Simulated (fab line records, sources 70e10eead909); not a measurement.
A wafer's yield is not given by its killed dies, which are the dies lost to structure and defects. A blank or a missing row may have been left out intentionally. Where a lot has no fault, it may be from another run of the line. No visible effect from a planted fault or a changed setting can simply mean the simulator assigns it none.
fab line records	flow nandHarc
record lots=24	wafers=72	lastDay=25
route steps=1159 shown A_WL_FILL@822 A_CONTACT@860
lots with no fault: from the same line, run without faults
startH: the number of hours between the record's first day and the start of the first shown wafer of the lot	waitH: hours since the lot's step before	" repeats the value in the row above	L1.1+2: a row that stands for several wafers	- no value, or no start given	* or withheld: withheld	< > ~ a bound
route shown NAME@n: names a module that has steps shown in the file, with the first one's number in the route	usual: mean/standard deviation of fault-free wafers	same: alike in all rows	chamber/n: place in a boat	sites: readings site by site	_std_site: standard deviation across them	_edge_site: the outer-site mean with the inner-site mean subtracted	radiusMm: for every site, how far away it sits from the centre of the wafer	mask NAME#n: copy n	behind: the most recent tool/chamber to have shaped the wafer	hold: what put the lot on hold/how long, in hours/how the hold closed	device: whichever transistor did not switch (one of n, p or np)	end of line: at the end of the route, the tests of the same wafers	a step without rows: its recipe alone	killed: the dies lost at the first sort to structure and to defects; this is not the yield of the wafer	map: the dies of a wafer, with x for killed, . for not killed, _ for no die there
set.NAME: the setting that was run; set.NAME@STEP: the one run at that earlier step	model.NAME: the simulator's own value behind a step, which no gauge read
route steps across a sampled set of lots; one table per step, one row per wafer
services: the hour from which a tool's chamber was out of use, counted from the record's first day as startH (under 0 if before that day), plus the number of hours and why
## steps
# step NHARC_A_WL_FILL_ALD_10
# recipe targetThkA=500	pulseTimeS=10	aldCycles=500	tempC=300	material=SiO2
# usual heaterPowerW=483/39	precursorPulseHeightRel=0.998/0.02
lot.wafer	tool	chamber	startH	waitH	heaterPowerW	precursorPulseHeightRel	sinceWetCleanH
L077.1	aldHk-04	3	358.86	0.1	532	0.986	164
L077.5	"	3	360.93	2.1	532	0.975	-
L077.6	"	0	"	"	463	1.006	-
L075.2	aldHk-01	3	359.89	1.1	473	0.963	122
L075.5	"	1	360.92	2.1	523	0.997	-
L075.6	"	2	"	"	506	0.969	-
L076.2	aldHk-01	2	363.20	0.1	514	0.987	125
L076.1	"	1	364.76	1.6	510	1.006	127
L076.5	"	3	365.80	2.7	460	0.990	-
L074.4	aldHk-03	2	367.22	0.0	478	1.026	35
L074.3	"	3	"	"	535	1.001	36
L074.1	"	0	"	"	428	0.997	36
L078.1	aldHk-03	2	370.90	0.1	468	0.977	39
L078.4	"	1	372.44	1.6	491	0.990	41
L078.5	"	2	"	"	483	0.984	-
L081.1	aldHk-03	2	376.19	0.1	472	1.019	44
L081.4	"	3	"	"	535	0.973	45
L081.2	"	0	"	"	430	0.975	45
L079.1	aldHk-01	2	377.23	1.1	507	1.016	139
L079.3	"	3	"	"	483	1.046	140
L079.5	"	1	378.77	2.6	515	1.017	-
L080.4	aldHk-04	2	377.66	1.5	451	0.991	5
L080.6	"	0	378.69	2.5	442	0.994	-
L080.5	"	1	"	"	446	0.991	-
L083.4	aldHk-03	3	407.14	0.0	537	0.998	75
L083.1	"	2	408.69	1.6	470	0.945	77
L083.5	"	0	409.73	2.6	439	0.993	-
L082.2	aldHk-04	0	408.19	1.1	462	0.963	35
L082.6	"	2	409.24	2.1	450	0.992	-
L082.5	"	3	"	"	533	1.044	-
L085.3	aldHk-03	2	411.28	4.2	457	1.028	79
L085.2	"	3	"	"	523	0.979	80
L085.6	"	0	"	"	421	1.002	-
L084.3	aldHk-03	1	414.48	0.1	511	1.013	83
L084.1	"	2	"	"	474	0.991	83
L084.6	"	1	416.54	2.1	495	0.973	-
L086.2	aldHk-03	3	422.01	0.1	547	0.969	90
L086.4	"	0	"	"	428	0.981	91
L086.3	"	1	"	"	509	0.994	91
L087.4	aldHk-04	1	422.53	0.6	459	1.007	50
L087.2	"	3	423.55	1.6	540	0.994	51
L087.5	"	1	424.57	2.6	433	0.957	-
L088.3	aldHk-03	3	432.17	0.0	528	0.979	100
L088.5	"	3	434.20	2.1	537	1.006	-
L088.6	"	0	"	"	426	1.002	-
L090.1	aldHk-04	2	445.62	0.1	448	0.983	73
L090.3	"	0	446.66	1.2	450	0.998	74
L090.6	"	2	447.69	2.2	447	0.988	-
L089.1	aldHk-03	1	446.82	1.3	496	0.985	115
L089.4	"	2	"	"	491	0.968	116
L089.6	"	0	448.40	2.9	427	0.996	-
L092.2	aldHk-04	2	455.26	0.1	440	1.016	82
L092.6	"	2	457.32	2.1	451	1.014	-
L092.5	"	3	"	"	535	1.014	-
L091.4	aldHk-03	0	456.81	1.6	422	0.973	125
L091.6	"	1	"	"	504	0.989	-
L091.5	"	2	"	"	468	0.999	-
L093.1	aldHk-04	0	459.45	0.6	448	0.992	86
L093.3	"	1	"	"	441	1.016	87
L093.5	"	3	460.97	2.1	529	0.989	-
L094.4	aldHk-01	1	469.68	0.1	537	0.979	54
L094.3	"	2	"	"	505	0.994	54
L094.2	"	0	471.24	1.6	446	0.952	55
L095.2	aldHk-03	1	470.19	0.6	491	1.000	138
L095.1	"	3	471.22	1.6	544	0.972	139
L095.6	"	0	"	"	428	0.978	-
L096.4	aldHk-04	0	471.20	1.6	464	0.992	98
L096.6	"	3	472.73	3.1	529	0.997	-
L096.5	"	0	"	"	454	1.020	-
L097.2	aldHk-01	2	489.68	2.1	500	0.999	74
L097.5	"	2	491.75	4.2	517	1.006	-
L097.6	"	3	"	"	447	1.018	-
# step NHARC_A_CONTACT_ETCH_50
# recipe targetDepthA=847	timeS=42.4	cf4FlowSccm=100	chf3FlowSccm=30	arFlowSccm=0	rfW=500	biasW=200	chemistry=CF4/CHF3
# usual drypumpMotorCurrentA=5.8/0.44	oesProductAu=0.944/0.019	rfVppV=370.2/1.9	showerheadPlenumPTorr=1.56/0.052	throttleValvePct=16.804/0.0097
lot.wafer	tool	chamber	startH	waitH	drypumpMotorCurrentA	oesProductAu	rfHoursCounterH	rfVppV	showerheadPlenumPTorr	throttleValvePct
L075.2	rieDiel-03	3	-	-	5.8	0.974	28	371.0	1.58	16.803
L075.6	"	0	"	"	6.4	0.967	-	369.9	1.54	16.813
L075.5	"	1	"	"	5.7	0.942	-	367.6	1.50	16.801
L077.1	rieDiel-10	1	-	-	6.7	0.966	5	369.3	1.52	16.810
L077.5	"	3	"	"	5.2	0.927	-	367.9	1.51	16.799
L077.6	"	0	"	"	5.4	0.968	-	371.6	1.61	16.807
L076.2	rieDiel-06	2	-	-	5.4	0.920	50	369.9	1.52	16.786
L076.1	"	3	"	"	6.1	0.933	55	369.3	1.60	16.815
L076.5	"	2	"	"	5.4	0.926	-	369.8	1.52	16.807
L074.4	rieDiel-03	3	-	-	5.8	0.979	31	370.9	1.58	16.804
L074.1	"	0	"	"	6.4	0.954	28	368.8	1.54	16.820
L074.3	"	2	"	"	5.6	0.964	31	372.6	1.67	16.786
L078.1	rieDiel-03	1	-	-	5.7	0.932	30	368.2	1.50	16.779
L078.4	"	2	"	"	5.5	0.937	32	373.6	1.67	16.816
L078.5	"	1	"	"	5.6	0.927	-	368.0	1.50	16.797
L079.3	rieDiel-10	3	-	-	5.2	0.939	12	369.0	1.50	16.810
L079.1	"	1	"	"	6.7	0.946	11	368.3	1.52	16.795
L079.5	"	0	"	"	5.4	0.988	-	372.7	1.61	16.791
L081.1	rieDiel-03	0	-	-	6.4	0.950	0	371.4	1.54	16.807
L081.2	"	1	"	"	5.7	0.944	0	367.8	1.50	16.800
L081.4	"	0	"	"	6.4	0.942	-	368.5	1.54	16.799
L080.4	rieDiel-06	0	-	-	6.2	0.931	63	370.9	1.59	16.802
L080.5	"	1	"	"	5.7	0.929	-	370.2	1.56	16.802
L080.6	"	2	"	"	5.4	0.919	-	369.4	1.52	16.799
L083.4	rieDiel-03	2	-	-	5.6	0.963	4	374.8	1.67	16.806
L083.1	"	0	"	"	6.4	0.948	4	369.6	1.54	16.790
L083.5	"	1	"	"	5.7	0.935	-	367.7	1.49	16.794
L082.2	rieDiel-10	3	428.45	0.6	5.2	0.931	24	367.3	1.50	16.797
L082.5	"	3	"	"	5.2	0.929	-	368.8	1.50	16.802
L082.6	"	0	"	"	5.5	0.949	-	372.4	1.61	16.813
L085.2	rieDiel-10	3	-	-	5.1	0.934	27	367.6	1.50	16.801
L085.3	"	2	"	"	6.2	0.948	16	372.0	1.60	16.796
L085.6	"	2	"	"	6.2	0.929	-	371.0	1.60	16.810
L084.3	rieDiel-06	3	-	-	6.1	0.959	4	371.9	1.59	16.792
L084.1	"	0	"	"	6.2	0.970	4	370.9	1.59	16.811
L084.6	"	1	"	"	5.7	0.998	-	369.2	1.55	16.807
L087.2	rieDiel-10	3	-	-	5.2	0.911	31	368.7	1.50	16.797
L087.4	"	3	"	"	5.2	0.919	-	368.8	1.50	16.811
L087.5	"	0	"	"	5.4	0.950	-	370.9	1.61	16.798
L086.2	rieDiel-03	1	-	-	5.7	0.949	8	368.2	1.49	16.798
L086.4	"	2	"	"	5.6	0.952	8	375.1	1.67	16.804
L086.3	"	3	"	"	5.8	0.939	6	371.2	1.58	16.795
L088.3	rieDiel-10	0	-	-	5.4	0.941	40	373.0	1.60	16.793
L088.6	"	0	"	"	5.4	0.950	-	372.5	1.60	16.793
L088.5	"	2	"	"	6.3	0.934	-	370.2	1.59	16.798
L089.1	rieDiel-03	2	-	-	5.6	0.967	12	372.0	1.67	16.821
L089.4	"	0	"	"	6.4	0.967	10	368.6	1.54	16.796
L089.6	"	2	"	"	5.5	0.955	-	375.3	1.67	16.804
L090.3	rieDiel-06	3	-	-	6.1	0.935	18	372.0	1.59	16.809
L090.1	"	0	"	"	6.2	0.940	17	370.9	1.59	16.780
L090.6	"	3	"	"	6.2	0.940	-	372.0	1.59	16.792
L091.4	rieDiel-03	2	-	-	5.6	0.922	13	373.5	1.67	16.796
L091.5	"	3	"	"	5.8	0.937	-	370.8	1.58	16.819
L091.6	"	0	"	"	6.4	0.925	-	369.0	1.54	16.807
L092.2	rieDiel-10	0	-	-	5.4	0.939	49	372.2	1.60	16.797
L092.5	"	2	"	"	6.2	0.915	-	371.4	1.59	16.805
L092.6	"	3	"	"	5.2	0.918	-	367.1	1.50	16.810
L093.3	rieDiel-03	2	-	-	5.5	0.936	14	372.7	1.67	16.808
L093.1	"	3	"	"	5.8	0.952	12	370.9	1.58	16.824
L093.5	"	0	"	"	6.4	0.946	-	370.4	1.54	16.797
L096.4	rieDiel-03	3	-	-	5.8	0.961	15	371.1	1.58	16.805
L096.6	"	0	"	"	6.4	0.964	-	369.4	1.54	16.809
L096.5	"	1	"	"	5.7	0.985	-	368.6	1.49	16.803
L095.1	rieDiel-06	0	-	-	6.2	0.923	26	371.2	1.58	16.820
L095.2	"	3	"	"	6.1	0.914	29	371.4	1.59	16.804
L095.6	"	0	"	"	6.2	0.933	-	370.5	1.58	16.802
L094.2	rieDiel-10	2	-	-	6.2	0.930	46	371.8	1.59	16.797
L094.3	"	3	"	"	5.2	0.909	53	368.8	1.49	16.799
L094.4	"	0	"	"	5.4	0.938	57	372.7	1.60	16.814
L097.2	rieDiel-10	1	-	-	6.7	0.934	33	367.9	1.51	16.804
L097.5	"	2	"	"	6.2	0.918	-	371.8	1.59	16.793
L097.6	"	3	"	"	5.2	0.919	-	367.6	1.49	16.822
# step NHARC_A_CONTACT_ETCH_127
# recipe sourceW=withheld	pressureMtorr=20	biasV=1200	timeS=155	targetDepthA=9560	arFlowSccm=withheld	c4f8FlowSccm=withheld	o2FlowSccm=withheld	chemistry=C4F8/O2/Ar
lot.wafer	tool	chamber	startH	waitH	rfHoursCounterH
L075.2	harCapEtch-01	1	388.90	0.1	56
L075.5	"	0	"	"	-
L075.6	"	1	"	"	-
L077.1	harCapEtch-03	1	389.26	0.1	85
L077.6	"	1	"	"	-
L077.5	"	0	"	"	-
L076.1	harCapEtch-02	0	392.68	0.1	11
L076.2	"	1	"	"	11
L076.5	"	0	"	"	-
L074.1	harCapEtch-02	0	397.69	0.1	12
L074.4	"	0	"	"	-
L074.3	"	1	"	"	-
L078.1	harCapEtch-03	1	399.97	0.1	89
L078.4	"	1	"	"	-
L078.5	"	1	"	"	-
L079.1	harCapEtch-01	0	406.23	0.1	62
L079.3	"	1	"	"	-
L079.5	"	0	"	"	-
L081.1	harCapEtch-01	1	411.33	0.1	63
L081.2	"	0	"	"	63
L081.4	"	1	"	"	-
L080.4	harCapEtch-02	1	414.93	0.1	-
L080.5	"	1	"	"	-
L080.6	"	0	"	"	-
L083.1	harCapEtch-02	1	437.07	0.1	19
L083.4	"	1	"	"	-
L083.5	"	0	"	"	-
L082.2	harCapEtch-03	0	441.58	0.1	95
L082.5	"	1	"	"	-
L082.6	"	0	"	"	-
L085.2	harCapEtch-02	1	446.12	0.1	20
L085.3	"	0	"	"	-
L085.6	"	1	"	"	-
L084.1	harCapEtch-03	0	449.84	0.1	97
L084.3	"	0	"	"	-
L084.6	"	1	"	"	-
L086.2	harCapEtch-03	1	455.61	0.1	98
L086.3	"	0	"	"	-
L086.4	"	1	"	"	-
L087.2	harCapEtch-02	0	457.04	0.1	24
L087.4	"	0	"	"	-
L087.5	"	1	"	"	-
L088.3	harCapEtch-03	0	463.95	0.2	-
L088.6	"	1	"	"	-
L088.5	"	0	"	"	-
L089.1	harCapEtch-03	0	479.14	0.1	103
L089.4	"	0	"	"	-
L089.6	"	1	"	"	-
L090.1	harCapEtch-02	1	479.75	0.1	27
L090.3	"	0	"	"	-
L090.6	"	1	"	"	-
L092.2	harCapEtch-03	1	484.32	0.1	104
L092.6	"	0	"	"	-
L092.5	"	1	"	"	-
L091.4	harCapEtch-02	1	484.97	0.1	-
L091.5	"	1	"	"	-
L091.6	"	0	"	"	-
L093.1	harCapEtch-01	0	491.86	0.1	76
L093.3	"	0	"	"	-
L093.5	"	1	"	"	-
L096.4	harCapEtch-02	0	505.49	0.2	-
L096.5	"	0	"	"	-
L096.6	"	1	"	"	-
L095.2	harCapEtch-03	0	509.83	0.1	108
L095.1	"	1	"	"	108
L095.6	"	1	"	"	-
L094.2	harCapEtch-01	1	510.72	0.1	79
L094.4	"	0	"	"	-
L094.3	"	1	"	"	-
L097.2	harCapEtch-03	0	519.63	0.1	111
L097.6	"	0	"	"	-
L097.5	"	1	"	"	-
# step NHARC_A_CONTACT_DEP_84
# recipe targetThkA=20000	tempC=400	material=aC
# usual throttleValvePct=35.000/0.0092
lot.wafer	tool	chamber	startH	waitH	throttleValvePct
L077.1	aclDep-01	0	392.68	-	34.997
L077.5	"	0	"	"	34.987
L077.6	"	0	"	"	35.012
L075.2	aclDep-03	0	392.87	-	34.994
L075.5	"	0	"	"	35.001
L075.6	"	0	"	"	34.988
L076.1	aclDep-01	0	398.73	-	34.988
L076.2	"	0	"	"	34.994
L076.5	"	0	"	"	35.009
L074.1	aclDep-02	0	400.79	-	34.995
L074.3	"	0	"	"	34.988
L074.4	"	0	"	"	34.986
L078.1	aclDep-02	0	403.71	-	34.984
L078.4	"	0	"	"	35.016
L078.5	"	0	"	"	34.996
L079.1	aclDep-02	0	408.80	-	34.997
L079.3	"	0	"	"	34.996
L079.5	"	0	"	"	34.998
L081.1	aclDep-01	0	414.21	-	35.013
L081.2	"	0	"	"	35.000
L081.4	"	0	"	"	35.002
L080.4	aclDep-02	0	418.22	-	34.999
L080.5	"	0	"	"	34.986
L080.6	"	0	"	"	34.995
L083.1	aclDep-01	0	444.16	-	35.003
L083.4	"	0	"	"	34.997
L083.5	"	0	"	"	35.011
L082.2	aclDep-01	0	447.44	-	35.007
L082.5	"	0	"	"	34.977
L082.6	"	0	"	"	34.997
L085.2	aclDep-03	0	449.78	-	35.004
L085.3	"	0	"	"	34.998
L085.6	"	0	"	"	35.004
L084.1	aclDep-01	0	453.63	-	34.998
L084.3	"	0	"	"	34.999
L084.6	"	0	"	"	34.993
L086.2	aclDep-02	0	458.38	-	34.998
L086.3	"	0	"	"	35.001
L086.4	"	0	"	"	35.008
L087.2	aclDep-01	0	462.37	-	34.990
L087.4	"	0	"	"	35.014
L087.5	"	0	"	"	35.017
L088.3	aclDep-02	0	468.29	-	35.004
L088.5	"	0	"	"	34.984
L088.6	"	0	"	"	35.028
L089.1	aclDep-02	0	481.73	-	35.003
L089.4	"	0	"	"	35.003
L089.6	"	0	"	"	34.996
L090.1	aclDep-02	0	482.98	-	35.001
L090.3	"	0	"	"	35.006
L090.6	"	0	"	"	35.003
L092.2	aclDep-03	0	489.23	-	34.991
L092.5	"	0	"	"	35.007
L092.6	"	0	"	"	35.007
L091.4	aclDep-02	0	489.88	-	35.008
L091.5	"	0	"	"	35.001
L091.6	"	0	"	"	34.998
L093.1	aclDep-01	0	497.21	-	35.005
L093.3	"	0	"	"	34.991
L093.5	"	0	"	"	35.000
L096.4	aclDep-01	0	511.23	-	35.013
L096.5	"	0	"	"	34.993
L096.6	"	0	"	"	34.992
L095.1	aclDep-03	0	512.55	-	35.002
L095.2	"	0	"	"	35.004
L095.6	"	0	"	"	35.000
L094.2	aclDep-01	0	513.88	-	35.001
L094.3	"	0	"	"	34.988
L094.4	"	0	"	"	34.991
L097.2	aclDep-01	0	524.23	-	35.016
L097.5	"	0	"	"	34.991
L097.6	"	0	"	"	34.999
# step NHARC_A_CONTACT_CD_MEAS_08
# recipe targetCdNm=100	landingEnergyEv=500
# usual cdNm=100.4/0.58
lot.wafer	tool	chamber	startH	waitH	cdNm
L075.2	cdSem-01	0	394.66	-	100.3
L075.5	"	0	"	"	100.9
L075.6	"	0	"	"	99.7
L077.1	cdSem-01	0	394.82	-	100.8
L077.5	"	0	"	"	101.0
L077.6	"	0	"	"	101.4
L076.1	cdSem-03	0	400.70	-	99.5
L076.2	"	0	"	"	98.9
L076.5	"	0	"	"	100.8
L074.1	cdSem-02	0	402.64	-	99.4
L074.3	"	0	"	"	101.1
L074.4	"	0	"	"	100.5
L078.1	cdSem-03	0	405.70	-	100.5
L078.4	"	0	"	"	100.3
L078.5	"	0	"	"	100.4
L079.1	cdSem-01	0	410.78	-	101.3
L079.3	"	0	"	"	101.3
L079.5	"	0	"	"	101.6
L081.1	cdSem-01	0	416.20	-	100.3
L081.2	"	0	"	"	100.1
L081.4	"	0	"	"	99.7
L080.4	cdSem-03	0	419.64	-	100.8
L080.5	"	0	"	"	100.1
L080.6	"	0	"	"	100.8
L083.1	cdSem-03	0	446.16	-	99.9
L083.4	"	0	"	"	100.7
L083.5	"	0	"	"	100.1
L082.2	cdSem-01	0	449.21	-	101.1
L082.5	"	0	"	"	100.0
L082.6	"	0	"	"	100.0
L085.2	cdSem-03	0	451.43	-	100.8
L085.3	"	0	"	"	101.6
L085.6	"	0	"	"	101.1
L084.1	cdSem-01	0	455.48	-	100.6
L084.3	"	0	"	"	100.3
L084.6	"	0	"	"	101.0
L086.2	cdSem-02	0	460.16	-	100.7
L086.3	"	0	"	"	99.8
L086.4	"	0	"	"	100.0
L087.2	cdSem-01	0	464.15	-	100.8
L087.4	"	0	"	"	99.6
L087.5	"	0	"	"	100.8
L088.3	cdSem-01	0	469.82	-	101.1
L088.5	"	0	"	"	101.3
L088.6	"	0	"	"	100.9
L089.1	cdSem-01	0	483.72	-	100.2
L089.4	"	0	"	"	100.5
L089.6	"	0	"	"	100.6
L090.1	cdSem-03	0	484.97	-	100.5
L090.3	"	0	"	"	100.6
L090.6	"	0	"	"	100.3
L092.2	cdSem-01	0	491.00	-	100.4
L092.5	"	0	"	"	100.6
L092.6	"	0	"	"	101.0
L091.4	cdSem-02	0	491.25	-	99.5
L091.5	"	0	"	"	98.8
L091.6	"	0	"	"	99.9
L093.1	cdSem-03	0	499.22	-	99.3
L093.3	"	0	"	"	100.2
L093.5	"	0	"	"	100.5
L096.4	cdSem-03	0	512.60	-	101.0
L096.5	"	0	"	"	100.2
L096.6	"	0	"	"	101.2
L095.1	cdSem-01	0	514.53	-	99.5
L095.2	"	0	"	"	100.1
L095.6	"	0	"	"	99.9
L094.2	cdSem-03	0	515.54	-	100.2
L094.3	"	0	"	"	100.3
L094.4	"	0	"	"	100.8
L097.2	cdSem-03	0	526.06	-	98.9
L097.5	"	0	"	"	100.3
L097.6	"	0	"	"	99.7
# step NHARC_A_CONTACT_INSPECT_10
# usual rawDefectCount=29/14
lot.wafer	tool	chamber	startH	waitH	rawDefectCount
L075.2	defectInspect-01	-	394.78	0.0	41
L075.5	"	-	"	"	29
L075.6	"	-	"	"	39
L077.1	defectInspect-02	-	394.94	0.0	7
L077.5	"	-	"	"	8
L077.6	"	-	"	"	12
L076.1	defectInspect-02	-	400.83	0.0	11
L076.2	"	-	"	"	6
L076.5	"	-	"	"	8
L074.1	defectInspect-01	-	402.77	0.0	8
L074.3	"	-	"	"	6
L074.4	"	-	"	"	4
L078.1	defectInspect-01	-	405.83	0.0	37
L078.4	"	-	"	"	46
L078.5	"	-	"	"	37
L079.1	defectInspect-01	-	410.90	0.0	12
L079.3	"	-	"	"	6
L079.5	"	-	"	"	11
L081.1	defectInspect-01	-	416.32	0.0	28
L081.2	"	-	"	"	31
L081.4	"	-	"	"	33
L080.4	defectInspect-01	-	419.76	0.0	19
L080.5	"	-	"	"	10
L080.6	"	-	"	"	21
L083.1	defectInspect-01	-	446.29	0.0	35
L083.4	"	-	"	"	38
L083.5	"	-	"	"	46
L082.2	defectInspect-01	-	449.33	0.0	42
L082.5	"	-	"	"	40
L082.6	"	-	"	"	54
L085.2	defectInspect-02	-	451.57	0.1	17
L085.3	"	-	"	"	13
L085.6	"	-	"	"	14
L084.1	defectInspect-02	-	455.61	0.0	18
L084.3	"	-	"	"	13
L084.6	"	-	"	"	9
L086.2	defectInspect-02	-	460.28	0.0	26
L086.3	"	-	"	"	32
L086.4	"	-	"	"	40
L087.2	defectInspect-01	-	464.27	0.0	43
L087.4	"	-	"	"	47
L087.5	"	-	"	"	55
L088.3	defectInspect-02	-	469.94	0.0	16
L088.5	"	-	"	"	17
L088.6	"	-	"	"	26
L089.1	defectInspect-02	-	483.85	0.0	40
L089.4	"	-	"	"	45
L089.6	"	-	"	"	36
L090.1	defectInspect-02	-	485.09	0.0	26
L090.3	"	-	"	"	36
L090.6	"	-	"	"	32
L092.2	defectInspect-02	-	491.12	0.0	25
L092.5	"	-	"	"	16
L092.6	"	-	"	"	23
L091.4	defectInspect-01	-	491.37	0.0	20
L091.5	"	-	"	"	46
L091.6	"	-	"	"	36
L093.1	defectInspect-01	-	499.34	0.0	47
L093.3	"	-	"	"	45
L093.5	"	-	"	"	54
L096.4	defectInspect-02	-	512.72	0.0	44
L096.5	"	-	"	"	52
L096.6	"	-	"	"	51
L095.1	defectInspect-02	-	514.65	0.0	38
L095.2	"	-	"	"	34
L095.6	"	-	"	"	41
L094.2	defectInspect-02	-	515.67	0.0	42
L094.3	"	-	"	"	43
L094.4	"	-	"	"	38
L097.2	defectInspect-01	-	526.19	0.0	33
L097.5	"	-	"	"	40
L097.6	"	-	"	"	33
## services
tool	chamber	startH	hours	kind
harCapEtch-02	-	339.47	16.4	repair
harCapEtch-03	-	343.56	1.5	repair
aclDep-02	-	350.91	13.0	pm
rieDiel-10	-	353.50	9.0	pm
aldHk-03	-	358.40	1.3	repair
aldHk-04	-	364.00	10.0	pm
rieDiel-03	-	392.30	9.0	pm
rieDiel-10	3	398.31	5.8	repair
rieDiel-10	1	399.69	8.5	repair
harCapEtch-02	-	401.11	1.1	repair
rieDiel-03	3	401.32	3.5	repair
aclDep-03	-	405.21	13.0	pm
aldHk-01	-	407.08	10.0	pm
rieDiel-06	-	418.74	9.0	pm
rieDiel-10	1	423.64	45.3	repair
rieDiel-03	0	431.07	6.7	repair
rieDiel-10	0	436.05	3.7	repair
harCapEtch-02	-	465.26	1.0	repair
aclDep-01	-	482.35	13.0	pm
rieDiel-06	2	498.54	2.2	repair
aldHk-03	-	500.83	10.0	pm
aldHk-03	0	500.83	10.0	ventCycle
rieDiel-06	2	510.94	10.1	repair
aclDep-03	-	517.60	11.3	repair
## key
fault none
